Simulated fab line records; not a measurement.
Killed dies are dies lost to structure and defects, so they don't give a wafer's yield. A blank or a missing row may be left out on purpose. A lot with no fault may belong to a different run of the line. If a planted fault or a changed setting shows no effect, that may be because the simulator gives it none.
Split-lot experiment / flow n5Finfet / route with 1938 steps; 7 lots, 21 wafers read

THE SPLIT ITSELF
At N5_ILD0_ALD_15 (deposits SiNx, target thk 24 nm, pulse time 1 s, ald cycles 480), the setting aldCycles was moved away from the recipe's 480 on 8 of the 21 wafers read, by -11.0% to +10.0%. The other wafers ran this setting at the recipe's value.

The reading is taken at the split's own step.

THE READING
SiNx_of_ILD0_ALD_15.thkNm (the simulator's own value, which no gauge read), in nm, at N5_ILD0_ALD_15 (deposits SiNx, target thk 24 nm, pulse time 1 s, ald cycles 480). The file does not state a usual value for it. Average 24.0 nm, standard deviation 0.072 nm, over the 13 wafers here run with the recipe.

wafer=L075.1; tool, chamber at the split=aldSin-03, 3,2; aldCycles as run=480; against the recipe=recipe; SiNx_of_ILD0_ALD_15.thkNm, nm=24; against lot-mates on the recipe=-
wafer=L075.2; tool, chamber at the split=aldSin-03, 3,2; aldCycles as run=480; against the recipe=recipe; SiNx_of_ILD0_ALD_15.thkNm, nm=24; against lot-mates on the recipe=-
wafer=L075.6; tool, chamber at the split=aldSin-03, 2; aldCycles as run=515; against the recipe=+7.3%; SiNx_of_ILD0_ALD_15.thkNm, nm=25.8; against lot-mates on the recipe=+1.8
wafer=L083.1; tool, chamber at the split=aldSin-02, 0; aldCycles as run=515; against the recipe=+7.3%; SiNx_of_ILD0_ALD_15.thkNm, nm=25.8; against lot-mates on the recipe=+1.7
wafer=L083.3; tool, chamber at the split=aldSin-02, 2; aldCycles as run=480; against the recipe=recipe; SiNx_of_ILD0_ALD_15.thkNm, nm=24.2; against lot-mates on the recipe=-
wafer=L083.5; tool, chamber at the split=aldSin-02, 3; aldCycles as run=480; against the recipe=recipe; SiNx_of_ILD0_ALD_15.thkNm, nm=24; against lot-mates on the recipe=-
wafer=L091.1; tool, chamber at the split=aldSin-04, 3; aldCycles as run=480; against the recipe=recipe; SiNx_of_ILD0_ALD_15.thkNm, nm=24.2; against lot-mates on the recipe=-
wafer=L091.2; tool, chamber at the split=aldSin-04, 0,1; aldCycles as run=480; against the recipe=recipe; SiNx_of_ILD0_ALD_15.thkNm, nm=24; against lot-mates on the recipe=-
wafer=L091.3; tool, chamber at the split=aldSin-04, 0,1; aldCycles as run=480; against the recipe=recipe; SiNx_of_ILD0_ALD_15.thkNm, nm=24; against lot-mates on the recipe=-
wafer=L092.1; tool, chamber at the split=aldSin-02, 3,0; aldCycles as run=480; against the recipe=recipe; SiNx_of_ILD0_ALD_15.thkNm, nm=24; against lot-mates on the recipe=-
wafer=L092.4; tool, chamber at the split=aldSin-02, 3,0; aldCycles as run=480; against the recipe=recipe; SiNx_of_ILD0_ALD_15.thkNm, nm=24; against lot-mates on the recipe=-
wafer=L092.3; tool, chamber at the split=aldSin-02, 2; aldCycles as run=427; against the recipe=-11.0%; SiNx_of_ILD0_ALD_15.thkNm, nm=21.4; against lot-mates on the recipe=-2.6
wafer=L095.3; tool, chamber at the split=aldSin-04, 0; aldCycles as run=480; against the recipe=recipe; SiNx_of_ILD0_ALD_15.thkNm, nm=24; against lot-mates on the recipe=-
wafer=L095.4; tool, chamber at the split=aldSin-04, 1,0; aldCycles as run=429; against the recipe=-10.6%; SiNx_of_ILD0_ALD_15.thkNm, nm=21.6; against lot-mates on the recipe=-2.4
wafer=L095.5; tool, chamber at the split=aldSin-04, 1,0; aldCycles as run=429; against the recipe=-10.6%; SiNx_of_ILD0_ALD_15.thkNm, nm=21.6; against lot-mates on the recipe=-2.4
wafer=L096.1; tool, chamber at the split=aldSin-02, 2,3,1; aldCycles as run=480; against the recipe=recipe; SiNx_of_ILD0_ALD_15.thkNm, nm=24; against lot-mates on the recipe=-
wafer=L096.4; tool, chamber at the split=aldSin-02, 2,3,1; aldCycles as run=480; against the recipe=recipe; SiNx_of_ILD0_ALD_15.thkNm, nm=24; against lot-mates on the recipe=-
wafer=L096.5; tool, chamber at the split=aldSin-02, 2,3,1; aldCycles as run=480; against the recipe=recipe; SiNx_of_ILD0_ALD_15.thkNm, nm=24; against lot-mates on the recipe=-
wafer=L097.1; tool, chamber at the split=aldSin-03, 3; aldCycles as run=528; against the recipe=+10.0%; SiNx_of_ILD0_ALD_15.thkNm, nm=26.2; against lot-mates on the recipe=no lot-mate on the recipe
wafer=L097.4; tool, chamber at the split=aldSin-03, 1,3; aldCycles as run=528; against the recipe=+10.0%; SiNx_of_ILD0_ALD_15.thkNm, nm=26.4; against lot-mates on the recipe=no lot-mate on the recipe
wafer=L097.6; tool, chamber at the split=aldSin-03, 1,3; aldCycles as run=528; against the recipe=+10.0%; SiNx_of_ILD0_ALD_15.thkNm, nm=26.4; against lot-mates on the recipe=no lot-mate on the recipe
Rows listing several chambers each stand for several wafers; the file does not say which wafer went through which chamber.

FIT RESULTS
A straight line over all 21 wafers: SiNx_of_ILD0_ALD_15.thkNm changes by +0.233 nm for each +1% of aldCycles; r = +1.00; the points scatter about the line by 0.077 nm.
The same after taking each lot's own level away (the mean of its wafers on the recipe; 18 wafers): +0.232 nm for each +1%; r = +1.00; scatter 0.064 nm.
According to that fit, moving aldCycles by its largest amount changes the reading by 2.6 nm.
Measured against the standard deviation above, the lots' own levels, which go from 24.00 to 24.10 nm, span 1.4 times it.
Consequently the slope shifts little with the lot-to-lot level, the two slopes agreeing.
Check: for one of the wafers moved furthest among these (-11.0%), held out of the fit, the line's prediction against its lot-mates is -2.53 nm. It came out at -2.6 nm against them.

OTHER SPLITS ON THESE WAFERS
Other splits were also applied to these wafers ahead of the reading. Each is held against what the fit with the lots' levels taken away leaves over:
other split on the same wafers=N5_ZERO_LAYER_EXPOSE_08 doseMj; wafers away from the commonest value=8; r with SiNx_of_ILD0_ALD_15.thkNm (lot level and that fit taken away)=+0.10
other split on the same wafers=N5_PMOS_HMC_CHANNEL_EPI_PEB_07 pebTimeS; wafers away from the commonest value=6; r with SiNx_of_ILD0_ALD_15.thkNm (lot level and that fit taken away)=-0.06
other split on the same wafers=N5_PMOS_HMC_CHANNEL_EPI_DEVELOP_08 developTimeS; wafers away from the commonest value=6; r with SiNx_of_ILD0_ALD_15.thkNm (lot level and that fit taken away)=+0.10
other split on the same wafers=N5_SD_EPI_P_COAT_35 spinRpm; wafers away from the commonest value=7; r with SiNx_of_ILD0_ALD_15.thkNm (lot level and that fit taken away)=+0.20
other split on the same wafers=N5_SD_EPI_P_PEB_07 pebTimeS; wafers away from the commonest value=8; r with SiNx_of_ILD0_ALD_15.thkNm (lot level and that fit taken away)=-0.03

THE FILE'S OWN FIT
SiNx_of_ILD0_ALD_15.thkNm changes by +0.234 nm for each +1% of aldCycles, r = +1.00.
